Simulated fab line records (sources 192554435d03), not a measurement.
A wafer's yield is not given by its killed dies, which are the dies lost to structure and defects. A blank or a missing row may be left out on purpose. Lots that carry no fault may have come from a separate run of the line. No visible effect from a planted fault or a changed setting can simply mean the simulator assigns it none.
3 desks looking at one fault -- flow n5 finfet -- what lay behind the numbers comes last; until then each desk has only its own

== THE DEFECT DESK ==
Inspection counts along the route, by lot: the mean over sampled wafers that carry a number. A lot is out of limits, marked OUT, if its mean lies more than 4 standard deviations from the usual mean; the brackets give that distance.
Columns: A = raw defect count at N5_BEOL_M8_INSPECT_13, usual 449
lot,first seen here,A
L804,day 10 22:30,461
L805,day 11 03:48,376
L806,day 11 09:04,548
L808,day 11 11:25,560
L811,day 11 16:35,470
L809,day 12 12:23,508
L812,day 12 21:03,328
L820,day 14 09:59,413
L821,day 14 19:44,488
L822,day 15 00:14,367
L823,day 15 09:13,363
L825,day 16 07:07,564
This desk found nothing out of limits on any of the 12 lots.

== FOR THE TOOL OWNER'S DESK: litho track-02 ==
The tool's own readings at N5_BEOL_M8_COAT_05 (resist thk 90 nm): means of the sampled wafers that have a number, for each lot that ran on this tool. A lot is out of limits, marked OUT, if its mean lies more than 4 standard deviations from the usual mean; the brackets give that distance.
Columns: A = spin speed rpm at N5_BEOL_M8_COAT_05, usual 1499.9 rpm
lot,first seen here,A
L806,day 11 08:38,1499.8
L808,day 11 11:08,1499.8
L811,day 11 16:10,1616.4 (+99 or more) OUT
L812,day 12 20:38,1616.5 (+99 or more) OUT
This desk finds L811, L812 out of limits, L811 being first, at day 11 16:10 (spin speed rpm at N5_BEOL_M8_COAT_05). L806, L808: within limits.

== THE METROLOGY DESK ==
What the gauges read, lot by lot, whatever tool the lot ran on: means of the sampled wafers that have a number. A lot is out of limits, marked OUT, if its mean lies more than 4 standard deviations from the usual mean; the brackets give that distance.
Columns: A = M8_ILD_THK at N5_BEOL_M8_THK_MEAS_01, usual 155.5 nm
lot,first seen here,A
L804,day 10 21:48,157.5
L805,day 11 02:54,157.2
L806,day 11 07:46,157.8
L808,day 11 10:27,152.1
L811,day 11 15:20,154.9
L809,day 12 10:25,156.1
L812,day 12 19:02,153.7
L820,day 14 09:20,156.3
L821,day 14 17:41,155.2
L822,day 14 22:05,156.0
L823,day 15 06:54,156.3
L825,day 16 05:11,153.6
This desk found nothing out of limits on any of the 12 lots.

== ALL TOGETHER ==
An alarm could have come from the tool owner's desk at day 11 16:10, on L811, L812.
Nothing out of limits was seen by the defect desk.
Metrology desk: nothing out of limits seen.
The defect desk has L811, L812 on record, within its limits.
The metrology desk has L811, L812 on record, within its limits.
The lots listed all ran N5_BEOL_M8_COAT_05 on litho track-02.

== WHAT THE SIMULATOR HAD INSERTED ==
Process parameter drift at N5_BEOL_M8_COAT_05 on litho track-02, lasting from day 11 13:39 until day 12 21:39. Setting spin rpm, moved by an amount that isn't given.
Struck lots among those shown: L811, L812.
Time in hours from fault onset to the first out-of-limits reading at each desk: the tool owner's desk, 3.
